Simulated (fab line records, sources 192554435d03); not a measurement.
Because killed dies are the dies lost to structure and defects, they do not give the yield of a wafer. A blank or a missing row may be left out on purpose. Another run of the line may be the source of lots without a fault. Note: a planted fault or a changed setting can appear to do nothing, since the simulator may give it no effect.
Matching of chambers ; flow n5-finfet ; ald-sin-03 running N5_BEOL_M1_ALD_98: 4 sister chambers
The step deposits SiO2, target thk 2.5 nm, pulse time 1 s, co reactant pulse time 1 s. 8 wafers are shown with their chamber, then 9 later ones without.

WAFERS PAIRED WITH THEIR CHAMBERS
wafer;chamber;heater-power-w (W);precursor-pulse-height-rel
L076.1;1;74;1.010
L076.5;3;76;1.027
L076.6;0;67;1.021
L082.1;1;76;1.018
L082.2;3;78;1.022
L089.3;2;87;1.011
L089.4;0;68;0.993
L089.5;2;88;1.011

WAFERS WITHOUT THEIR CHAMBER
wafer;heater-power-w (W);precursor-pulse-height-rel
L092.1;75;0.993
L092.4;73;1.011
L092.6;71;1.004
L096.1;87;1.022
L096.2;71;1.005
L096.3;73;1.010
L096.4;66;0.993
L096.5;71;1.001
L096.6;66;1.006

WHICH CHAMBER EACH ONE RAN IN
wafer;from the rows above;in truth
L092.1;can't be placed: 1 or 3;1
L092.4;can't be placed: 1 or 3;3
L092.6;can't be placed: 0 or 1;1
L096.1;2;2
L096.2;can't be placed: 0 or 1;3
L096.3;1;1
L096.4;0;0
L096.5;can't be placed: 0 or 1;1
L096.6;0;0
4 of 9 placed correctly. Can't be placed from these rows: 5 (the true chamber is among the candidates in 4). Wrongly placed: 0.
How it was worked out, from the rows above alone: a wafer's distance from a chamber is the root of the sum, over the readings, of the square of ((its reading less the chamber's mean) divided by the reading's scatter). The wafer belongs to the nearest chamber; if the next one is less than 2 further off, it can't be placed. The mean given for a chamber averages the wafers shown for that chamber. The scatter: take each reading less its chamber's mean, square it, sum over the shown wafers, divide by the number of wafers less the number of chambers, and take the root.
